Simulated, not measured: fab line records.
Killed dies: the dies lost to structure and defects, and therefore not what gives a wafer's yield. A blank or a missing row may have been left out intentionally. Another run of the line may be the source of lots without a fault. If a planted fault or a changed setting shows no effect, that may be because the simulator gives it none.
Chamber matching | flow n5 finfet | 3 sister chambers for N5_BEOL_M7_DEP_56 on pecvd-04
The step deposits SiCN from 3MS/NH3, target thk 10 nm, time 17.5 s. 6 wafers are shown with their chamber, then 11 later ones without.

## EACH WAFER AND ITS CHAMBER
wafer  | chamber | throttle valve pct (%) | showerhead plenum p Torr (Torr)
L078.6 | 1       | 9.9                    | 3.657
L081.6 | 2       | 8.4                    | 3.682
L082.1 | 1       | 9.8                    | 3.669
L082.4 | 2       | 8.5                    | 3.687
L082.6 | 0       | 8.9                    | 3.671
L083.1 | 0       | 9.1                    | 3.672

## WAFERS WITH NO CHAMBER GIVEN
wafer  | throttle valve pct (%) | showerhead plenum p Torr (Torr)
L083.3 | 8.4                    | 3.686
L083.4 | 8.6                    | 3.688
L084.2 | 8.2                    | 3.678
L084.5 | 8.6                    | 3.692
L084.6 | 9.1                    | 3.669
L087.2 | 9.2                    | 3.661
L087.3 | 8.6                    | 3.676
L087.6 | 9.6                    | 3.669
L086.2 | 9.5                    | 3.652
L086.4 | 9.8                    | 3.664
L086.5 | 9.0                    | 3.673

## EACH ONE'S CHAMBER
wafer  | from the rows above     | in truth
L083.3 | 2                       | 2
L083.4 | 2                       | 2
L084.2 | 2                       | 2
L084.5 | 2                       | 2
L084.6 | 0                       | 0
L087.2 | 0                       | 0
L087.3 | can't be placed: 2 or 0 | 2
L087.6 | 1                       | 1
L086.2 | 1                       | 1
L086.4 | 1                       | 1
L086.5 | 0                       | 0
Correct placement for 10 of the 11. Unplaceable from these rows: 1, with the true chamber sitting among the candidates in 1. Wrongly placed: 0.
How it was worked out, from the rows above alone: a wafer's distance from a chamber is the root of the sum, over the readings, of the square of ((its reading less the chamber's mean) divided by the reading's scatter). The wafer belongs to the nearest chamber; if the next one is less than 2 further off, it can't be placed. A chamber's mean is the mean of its shown wafers. The scatter is the square root of a quotient: the sum, over the shown wafers, of each reading's squared deviation from its chamber's mean, divided by wafers minus chambers.
